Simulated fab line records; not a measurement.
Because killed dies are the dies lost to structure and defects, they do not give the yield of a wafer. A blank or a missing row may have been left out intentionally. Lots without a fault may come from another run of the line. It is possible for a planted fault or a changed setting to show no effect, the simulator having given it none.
fab line records	flow nand_harc
[record] lots = 7	wafers = 21	last_day = 24
route steps=1159 shown A_STAIRCASE@640 END@1159
lots with no fault: from the same line, run without faults
start_h: hours from the record's first day to the start of the lot's first wafer shown	wait_h: hours from the lot's prior step to this one	" the same as in the row above	L1.1+2: a single row standing in for several wafers	- no value, or no start was given	* or withheld: withheld	< > ~ a bound
route shown NAME@n: names a module that has steps shown in the file, with the first one's number in the route	usual: the fault-free wafers' mean and standard deviation	same: alike in all rows	chamber/n: place in a boat	sites: the reading at each site	_std_site: standard deviation of those values	_edge_site: the outer-site mean with the inner-site mean subtracted	radius_mm: for every site, how far away it sits from the centre of the wafer	mask NAME#n: copy n	behind: the last tool/chamber to shape the wafer	hold: what put the lot on hold/how long, in hours/how the hold closed	device: whichever transistor did not switch (one of n, p or np)	end of line: the tests these same wafers got at the end of their route	step lacking rows: just its recipe	killed: count of dies lost to structure and defects at first sort (not the wafer's yield)	map: a wafer's dies, x killed, . not, _ none there
set.NAME: the setting as run; set.NAME@STEP: as run at that earlier step	model.NAME: the simulator's own value behind a step, which no gauge read
lots at selected steps of the route; one table per step, one row per wafer
services: from which hour (start_h, from the record's first day; less than 0 if before it) a tool's chamber was out of use, for how many hours, and why
[[steps]]
[step NHARC_A_STAIRCASE_EBR_246]
[step NHARC_A_STAIRCASE_EXPOSE_247]
[recipe] na = 0.5	dose_mj = 25.34	mask_id = SDS_1
[step NHARC_A_STAIRCASE_PEB_248]
[recipe] peb_temp_c = 115	peb_time_s = 130
[step NHARC_A_STAIRCASE_DEVELOP_249]
[recipe] time_s = 140
[step NHARC_A_STAIRCASE_HARDBAKE_251]
[recipe] temp_c = 120	time_s = 140
[step NHARC_A_STAIRCASE_DESCUM_252]
[recipe] time_s = 3	o2_flow_sccm = 200	ar_flow_sccm = 0	bias_power_w = 0	chemistry = O2
[usual] drypump_motor_current_A = 5.8/0.49	oes_product_au = 0.998/0.014	rf_vpp_V = 57.7/0.91	showerhead_plenum_p_Torr = 1.89/0.091	throttle_valve_pct = 11.312/0.0097
lot.wafer	tool	chamber	start_h	wait_h	drypump_motor_current_A	oes_product_au	rf_hours_counter_h	rf_vpp_V	showerhead_plenum_p_Torr	throttle_valve_pct
L993.3	rie_diel-05	2	245.02	-	6.1	1.006	30	57.1	1.87	11.315
L993.1	"	0	"	"	5.4	0.979	26	56.5	1.84	11.318
L993.5	"	3	"	"	5.8	1.000	-	57.4	1.85	11.337
L998.3	rie_diel-05	0	272.64	-	5.4	0.979	35	58.0	1.83	11.302
L998.4	"	3	"	"	5.8	1.001	29	58.8	1.85	11.308
L998.6	"	0	"	"	5.4	0.990	-	57.9	1.83	11.303
L102.4	rie_diel-13	1	298.35	-	6.0	0.983	6	59.0	1.86	11.293
L102.1	"	2	"	"	5.0	0.988	6	58.1	1.88	11.320
L102.6	"	3	"	"	6.1	0.982	-	57.9	2.06	11.308
L106.3	rie_diel-13	2	326.64	-	5.0	0.993	20	57.9	1.87	11.308
L106.2	"	1	"	"	6.0	0.995	19	56.7	1.86	11.307
L106.5	"	3	"	"	6.2	1.011	-	59.0	2.05	11.299
L110.1	rie_diel-08	3	348.73	-	5.4	1.033	15	56.4	1.77	11.315
L110.4	"	0	"	"	5.4	1.004	11	56.3	1.82	11.316
L110.6	"	3	"	"	5.3	1.020	-	58.1	1.77	11.309
L112.1	rie_diel-13	2	364.90	-	5.0	0.976	33	57.6	1.87	11.310
L112.3	"	1	"	"	6.0	0.982	32	57.3	1.86	11.306
L112.6	"	1	"	"	6.0	0.988	-	56.9	1.86	11.311
L114.4	rie_diel-13	3	381.37	-	6.2	0.990	39	60.3	2.04	11.328
L114.2	"	1	"	"	6.0	0.991	40	56.0	1.85	11.321
L114.6	"	3	"	"	6.2	0.984	-	58.2	2.04	11.312
[step NHARC_A_STAIRCASE_ETCH_253]
[recipe] target_depth_a = 500	time_s = 20.2	ion_energy_ev = 400	c4f8_flow_sccm = 20	o2_flow_sccm = 10	ar_flow_sccm = withheld	rf_w = 600	bias_w = 1000	chemistry = C4F8/O2
[usual] oes_product_au = 0.949/0.021	rf_vpp_V = 894/5.6
lot.wafer	tool	chamber	start_h	wait_h	oes_product_au	rf_hours_counter_h	rf_vpp_V
L993.3	rie_diel-05	2	245.12	0.1	0.958	30	893
L993.1	"	3	"	"	0.956	21	891
L993.5	"	0	"	"	0.954	-	891
L998.4	rie_diel-05	2	272.74	0.1	0.932	38	894
L998.3	"	0	"	"	0.905	35	892
L998.6	"	2	"	"	0.934	-	894
L102.4	rie_diel-13	2	298.42	0.1	0.973	6	894
L102.1	"	3	"	"	0.948	6	904
L102.6	"	2	"	"	0.972	-	893
L106.2	rie_diel-13	2	326.73	0.1	0.940	20	894
L106.3	"	0	"	"	0.977	18	889
L106.5	"	2	"	"	0.951	-	893
L110.4	rie_diel-08	1	348.90	0.2	0.948	13	889
L110.1	"	2	"	"	0.917	14	888
L110.6	"	3	"	"	0.942	-	886
L112.1	rie_diel-13	3	365.00	0.1	0.931	32	906
L112.3	"	1	"	"	0.929	32	893
L112.6	"	1	"	"	0.937	-	893
L114.2	rie_diel-13	1	381.62	0.2	0.934	40	892
L114.4	"	3	"	"	0.930	39	905
L114.6	"	0	"	"	0.945	-	888
[step NHARC_A_STAIRCASE_STRIP_254]
[recipe] power_w = 1500	temp_c = 250	chemistry = O2
[usual] drypump_motor_current_A = 5.7/0.46	heater_power_w = 354/29
lot.wafer	tool	chamber	start_h	wait_h	drypump_motor_current_A	heater_power_w	rf_hours_counter_h
L993.1	plasma_asher-02	0	245.25	-	6.2	317	18
L993.3	"	0	"	"	6.2	316	-
L993.5	"	1	"	"	5.8	362	-
L998.3	plasma_asher-02	1	272.91	-	5.9	369	-
L998.4	"	0	"	"	6.2	315	-
L998.6	"	1	"	"	5.9	353	-
L102.1	plasma_asher-02	1	298.53	-	5.9	349	40
L102.4	"	1	"	"	5.9	354	-
L102.6	"	1	"	"	5.9	363	-
L106.2	plasma_asher-02	1	326.87	-	5.8	353	49
L106.3	"	1	"	"	5.9	357	-
L106.5	"	0	"	"	6.2	319	-
L110.1	plasma_asher-02	0	348.98	-	6.2	321	55
L110.4	"	0	"	"	6.2	315	-
L110.6	"	0	"	"	6.2	308	-
L112.1	plasma_asher-01	1	366.37	-	5.7	391	29
L112.3	"	1	"	"	5.7	404	-
L112.6	"	0	"	"	4.9	340	-
L114.2	plasma_asher-01	0	381.70	-	5.0	343	35
L114.4	"	0	"	"	5.0	348	-
L114.6	"	1	"	"	5.8	409	-
[step NHARC_A_STAIRCASE_STRIP_255]
[recipe] time_s = 900	temp_c = 130	chemistry = SPM
[step NHARC_A_STAIRCASE_PRECLEAN_256]
[recipe] time_s = *	temp_c = 50	bath_age_min = 0	chemistry = SC1
[step NHARC_A_STAIRCASE_SRD_257]
[step NHARC_A_STAIRCASE_HM_DEP_456]
[recipe] target_thk_a = 15000	temp_c = 400	material = aC
[usual] throttle_valve_pct = 34.999/0.0094
lot.wafer	tool	chamber	start_h	wait_h	throttle_valve_pct
L993.1	acl_dep-03	0	248.58	-	34.996
L993.3	"	0	"	"	34.992
L993.5	"	0	"	"	35.004
L998.3	acl_dep-03	0	275.58	-	34.992
L998.4	"	0	"	"	34.999
L998.6	"	0	"	"	34.991
L998.3	acl_dep-03	0	277.97	2.1	35.018
L998.4	"	0	"	"	35.023
L998.6	"	0	"	"	34.998
L102.1	acl_dep-02	0	307.38	-	34.978
L102.4	"	0	"	"	34.995
L102.6	"	0	"	"	35.007
L102.1	acl_dep-02	0	315.42	7.7	34.987
L102.4	"	0	"	"	35.002
L102.6	"	0	"	"	35.005
L106.2	acl_dep-02	0	329.35	-	34.995
L106.3	"	0	"	"	35.007
L106.5	"	0	"	"	34.996
L106.2	acl_dep-02	0	331.86	2.2	35.001
L106.3	"	0	"	"	34.993
L106.5	"	0	"	"	34.997
L110.1	acl_dep-01	0	351.57	-	34.984
L110.4	"	0	"	"	35.000
L110.6	"	0	"	"	34.993
L112.1	acl_dep-02	0	367.19	-	35.004
L112.3	"	0	"	"	34.992
L112.6	"	0	"	"	34.991
L114.2	acl_dep-01	0	384.34	-	35.020
L114.4	"	0	"	"	34.992
L114.6	"	0	"	"	34.985
[step NHARC_A_STAIRCASE_DEP_259]
[recipe] target_thk_a = 300	target_thk_nm = 30	temp_c = 400	pressure_torr = 3.5	flow_sccm = 200	rf_w = 350	material = SiON
[usual] heater_power_w = 749/120
lot.wafer	tool	chamber	start_h	wait_h	heater_power_w
L993.3	pecvd-03	1	250.43	0.9	559
L993.1	"	2	"	"	974
L993.5	"	1	"	"	564
L998.3	pecvd-04	0	279.28	1.0	848
L998.6	"	2	"	"	590
L998.4	"	0	"	"	842
L102.1	pecvd-04	1	317.32	1.6	825
L102.4	"	1	"	"	807
L102.6	"	0	"	"	776
L106.2	pecvd-01	1	333.61	1.4	712
L106.3	"	0	"	"	774
L106.5	"	1	"	"	719
L110.1	pecvd-03	0	353.42	1.6	713
L110.6	"	2	"	"	782
L110.4	"	0	"	"	723
L112.3	pecvd-03	0	369.09	1.0	762
L112.1	"	1	"	"	617
L112.6	"	2	"	"	919
L114.2	pecvd-03	0	385.93	1.3	674
L114.4	"	2	"	"	858
L114.6	"	0	"	"	683
[step NHARC_END_SORT_01]
[recipe] temp_c = 25
[usual] killed_at_array = 27/11	killed_at_other = 0.7/1.1	killed_at_periphery = 3.6/2.4	killed_dies = 32/11	killed_open = 3.3/1.8	killed_short = 2.1/1.5
[same] gross_dies = 677
lot.wafer	tool	chamber	start_h	wait_h	killed_at_array	killed_at_other	killed_at_periphery	killed_dies	killed_open	killed_short
L993.1	prober-01	0	446.64	2.5	17	0	6	23	4	1
L993.3	prober-01	0	448.25	3.1	17	1	8	26	3	3
L993.5	prober-01	0	449.87	3.7	11	0	3	14	0	2
L998.3	prober-01	0	463.85	3.1	26	0	6	32	4	2
L998.4	prober-01	0	464.65	3.4	14	0	6	20	3	6
L998.6	prober-01	0	466.24	4.0	22	0	4	26	3	2
L102.1	prober-02	0	517.82	2.6	33	0	8	41	2	2
L102.4	prober-02	0	520.17	3.4	34	1	2	37	3	1
L102.6	prober-02	0	521.74	3.9	28	3	4	35	6	2
L106.2	prober-01	0	518.56	2.8	18	1	5	24	4	6
L106.3	prober-01	0	519.37	3.1	33	0	2	35	5	3
L106.5	prober-01	0	520.97	3.7	24	0	2	26	4	0
L110.1	prober-01	0	552.20	2.5	26	1	1	28	9	2
L110.4	prober-01	0	554.58	3.4	16	0	2	18	2	3
L110.6	prober-01	0	556.17	4.0	18	1	2	21	4	2
L112.1	prober-02	0	564.64	2.5	41	1	7	49	3	4
L112.3	prober-02	0	566.25	3.1	39	2	4	45	0	2
L112.6	prober-02	0	568.66	4.0	39	2	3	44	4	5
L114.2	prober-02	0	582.82	2.8	26	0	1	27	0	1
L114.4	prober-02	0	584.45	3.5	37	0	5	42	3	3
L114.6	prober-02	0	586.09	4.1	33	1	2	36	5	3
// killed by level:class
L993.1 A_SLIT:chamber_film_flake=8 P_GATE:chamber_film_flake=2 P_BONDPAD:chamber_film_flake=2 A_WL_FILL:chamber_film_flake=2 P_CONTACT:geometric_particle:short=1 A_ONON_D1:geometric_particle:open=1 A_STAIRCASE:geometric_particle:open=1 A_M0:geometric_particle:open=1
L993.3 A_SLIT:chamber_film_flake=9 A_CONTACT:chamber_film_flake=4 P_GATE:chamber_film_flake=3 P_STI:chamber_film_flake=2 P_STI:geometric_particle:short=1 P_CONTACT:geometric_particle:open=1 P_M0:geometric_particle:open=1 A_ONON_D1:geometric_particle:short=1
L993.5 A_SLIT:chamber_film_flake=3 A_STAIRCASE:chamber_film_flake=2 A_WL_FILL:chamber_film_flake=2 A_CONTACT:chamber_film_flake=2 P_ZERO_WELL:geometric_particle:short=1 A_CHANNEL_FILL_D1:geometric_particle:short=1 P_STI:chamber_film_flake=1 P_GATE:chamber_film_flake=1
L998.3 A_CHANNEL_HOLE_D1:chamber_film_flake=14 A_CONTACT:chamber_film_flake=5 P_ZERO_WELL:chamber_film_flake=4 A_STAIRCASE:chamber_film_flake=2 P_CONTACT:geometric_particle:open=1 P_M2:geometric_particle:open=1 A_CHANNEL_HOLE_D1:geometric_particle:open=1 A_SGD_CUT:geometric_particle:short=1
L998.4 A_CHANNEL_HOLE_D1:chamber_film_flake=5 A_STAIRCASE:chamber_film_flake=3 A_CONTACT:chamber_film_flake=3 P_CONTACT:geometric_particle:short=2 P_M0:geometric_particle:open=2 P_M0:geometric_particle:short=1 P_M1:geometric_particle:open=1 A_ONON_D1:geometric_particle:short=1
L998.6 A_CHANNEL_HOLE_D1:chamber_film_flake=11 A_CONTACT:chamber_film_flake=5 P_BONDPAD:chamber_film_flake=2 A_STAIRCASE:chamber_film_flake=2 P_GATE:geometric_particle:open=1 P_CONTACT:geometric_particle:short=1 A_ONON_D1:geometric_particle:open=1 A_WL_FILL:geometric_particle:short=1
L102.1 A_SLIT:chamber_film_flake=21 A_CHANNEL_HOLE_D1:chamber_film_flake=9 P_STI:chamber_film_flake=4 P_M0:geometric_particle:open=1 P_M1:geometric_particle:short=1 P_M2:geometric_particle:short=1 A_ONON_D1:geometric_particle:open=1 P_ZERO_WELL:chamber_film_flake=1
L106.2 A_CONTACT:chamber_film_flake=5 A_CHANNEL_HOLE_D1:chamber_film_flake=4 A_WL_FILL:chamber_film_flake=3 P_CONTACT:geometric_particle:short=1 P_CONTACT:geometric_particle:open=1 P_M1:geometric_particle:short=1 P_M2:geometric_particle:short=1 A_CHANNEL_FILL_D1:geometric_particle:short=1
L106.3 A_CHANNEL_HOLE_D1:chamber_film_flake=17 A_CONTACT:chamber_film_flake=4 A_CHANNEL_FILL_D1:geometric_particle:open=3 A_WL_FILL:chamber_film_flake=3 A_STAIRCASE:chamber_film_flake=2 P_CONTACT:geometric_particle:open=1 A_CHANNEL_FILL_D1:geometric_particle:short=1 A_WL_FILL:geometric_particle:short=1
L102.4 A_CHANNEL_HOLE_D1:chamber_film_flake=17 A_SLIT:chamber_film_flake=9 A_CONTACT:chamber_film_flake=3 P_CONTACT:geometric_particle:open=1 A_CHANNEL_FILL_D1:geometric_particle:short=1 A_SGD_CUT:geometric_particle:open=1 A_M0:geometric_particle:open=1 HYBRID_BOND:chamber_film_flake=1
L106.5 A_CHANNEL_HOLE_D1:chamber_film_flake=14 A_CONTACT:chamber_film_flake=5 A_STAIRCASE:chamber_film_flake=2 P_GATE:geometric_particle:open=1 P_CONTACT:geometric_particle:open=1 A_ONON_D1:geometric_particle:open=1 A_CONTACT:geometric_particle:open=1 A_SLIT:chamber_film_flake=1
L102.6 A_CHANNEL_HOLE_D1:chamber_film_flake=10 A_CONTACT:chamber_film_flake=6 A_SLIT:chamber_film_flake=5 STARTING-WAFER:geometric_particle:open=2 A_STAIRCASE:chamber_film_flake=2 P_ZERO_WELL:geometric_particle:open=1 A_ONON_D1:geometric_particle:short=1 A_CONTACT:geometric_particle:open=1
L110.1 A_CONTACT:chamber_film_flake=8 A_CHANNEL_HOLE_D1:chamber_film_flake=6 A_ZERO_WELL:chamber_film_flake=3 A_CONTACT:geometric_particle:open=2 A_BLC:geometric_particle:open=2 A_M0:geometric_particle:open=2 P_M0:geometric_particle:open=1 A_ONON_D1:geometric_particle:short=1
L110.4 A_CONTACT:chamber_film_flake=5 A_CHANNEL_HOLE_D1:chamber_film_flake=4 A_ONON_D1:geometric_particle:short=3 A_ZERO_WELL:chamber_film_flake=3 A_WL_FILL:geometric_particle:open=1 P_STI:chamber_film_flake=1 P_GATE:unspecified:open=1
L110.6 A_CONTACT:chamber_film_flake=7 A_CHANNEL_HOLE_D1:chamber_film_flake=4 A_CONTACT:geometric_particle:open=3 A_ZERO_WELL:chamber_film_flake=3 P_M1:geometric_particle:open=1 A_WL_FILL:geometric_particle:short=1 STARTING-WAFER:geometric_particle:short=1 P_STI:chamber_film_flake=1
L112.1 A_CHANNEL_HOLE_D1:chamber_film_flake=18 A_STAIRCASE:chamber_film_flake=13 A_CONTACT:chamber_film_flake=5 P_STI:chamber_film_flake=3 A_WL_FILL:geometric_particle:short=2 P_GATE:chamber_film_flake=2 P_GATE:geometric_particle:open=1 P_M1:geometric_particle:short=1
L112.3 A_CHANNEL_HOLE_D1:chamber_film_flake=29 A_STAIRCASE:chamber_film_flake=6 P_STI:chamber_film_flake=3 A_CONTACT:chamber_film_flake=3 A_ONON_D1:geometric_particle:short=1 P_GATE:chamber_film_flake=1 STARTING-WAFER:geometric_particle:short=1 THIN_TSV:chamber_film_flake=1
L112.6 A_CHANNEL_HOLE_D1:chamber_film_flake=19 A_STAIRCASE:chamber_film_flake=9 A_CONTACT:chamber_film_flake=3 A_WL_FILL:geometric_particle:open=2 P_M0:geometric_particle:short=1 A_ONON_D1:geometric_particle:short=1 A_CHANNEL_FILL_D1:geometric_particle:short=1 A_WL_FILL:geometric_particle:short=1
L114.2 A_SLIT:chamber_film_flake=14 A_CHANNEL_HOLE_D1:chamber_film_flake=7 A_CONTACT:chamber_film_flake=2 A_ONON_D1:geometric_particle:short=1 P_GATE:chamber_film_flake=1 A_STAIRCASE:chamber_film_flake=1 A_WL_FILL:chamber_film_flake=1
L114.4 A_SLIT:chamber_film_flake=14 A_CHANNEL_HOLE_D1:chamber_film_flake=9 A_CONTACT:chamber_film_flake=5 A_WL_FILL:chamber_film_flake=3 P_M1:geometric_particle:open=2 A_M1:geometric_particle:short=2 P_M0:chamber_film_flake=2 A_SGD_CUT:geometric_particle:short=1
L114.6 A_SLIT:chamber_film_flake=10 A_CONTACT:chamber_film_flake=7 A_CHANNEL_HOLE_D1:chamber_film_flake=3 A_WL_FILL:chamber_film_flake=3 A_M1:chamber_film_flake=3 A_CONTACT:geometric_particle:open=2 P_GATE:geometric_particle:short=1 A_ONON_D1:geometric_particle:short=1
[[services]]
tool	chamber	start_h	hours	kind
acl_dep-03	-	223.93	13.0	pm
pecvd-04	-	230.87	0.7	repair
rie_diel-08	0	230.90	4.1	repair
rie_diel-13	0	231.10	-	clean
rie_diel-13	1	231.10	-	clean
rie_diel-13	2	231.10	-	clean
pecvd-01	-	237.32	13.0	pm
rie_diel-08	2	253.28	3.2	repair
rie_diel-05	2	273.08	2.7	repair
plasma_asher-01	-	276.03	9.0	pm
rie_diel-13	-	276.04	9.0	pm
rie_diel-08	3	287.17	3.8	repair
pecvd-03	-	292.05	13.0	pm
acl_dep-01	-	294.81	13.0	pm
plasma_asher-02	-	299.72	0.9	repair
rie_diel-08	-	301.98	9.0	pm
plasma_asher-01	-	324.19	1.8	repair
rie_diel-08	0	328.04	12.9	repair
rie_diel-05	-	340.67	9.0	pm
acl_dep-02	-	351.26	13.0	pm
rie_diel-05	3	358.94	11.9	repair
plasma_asher-02	-	360.00	9.0	pm
pecvd-04	1	362.13	5.7	repair
pecvd-04	-	376.36	13.0	pm
[[key]]
[first_sign] step = NHARC_A_STAIRCASE_HM_DEP_456	reading = visit	direction = added
effect none on later readings
met_at NHARC_A_STAIRCASE_HM_DEP_456
struck_wafers L998.3,L998.4,L998.6,L102.1,L102.4,L102.6,L106.2,L106.3,L106.5
tester_left_out L998,L102,L106
[fault] kind = repeated_step_whole	tool = acl_dep-01,acl_dep-02,acl_dep-03	chamber = -	onset_h = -	steps = NHARC_A_STAIRCASE_HM_DEP_456	times = 1	scope = struck_lots_only
// tester_left_out: of these lots the tester's yield and bins aren't shown, on N5 and GAA mostly nor the transistor test; their killed dies are dies lost to structure and defects alone, not to doping, threshold or leakage, so they don't give the yield
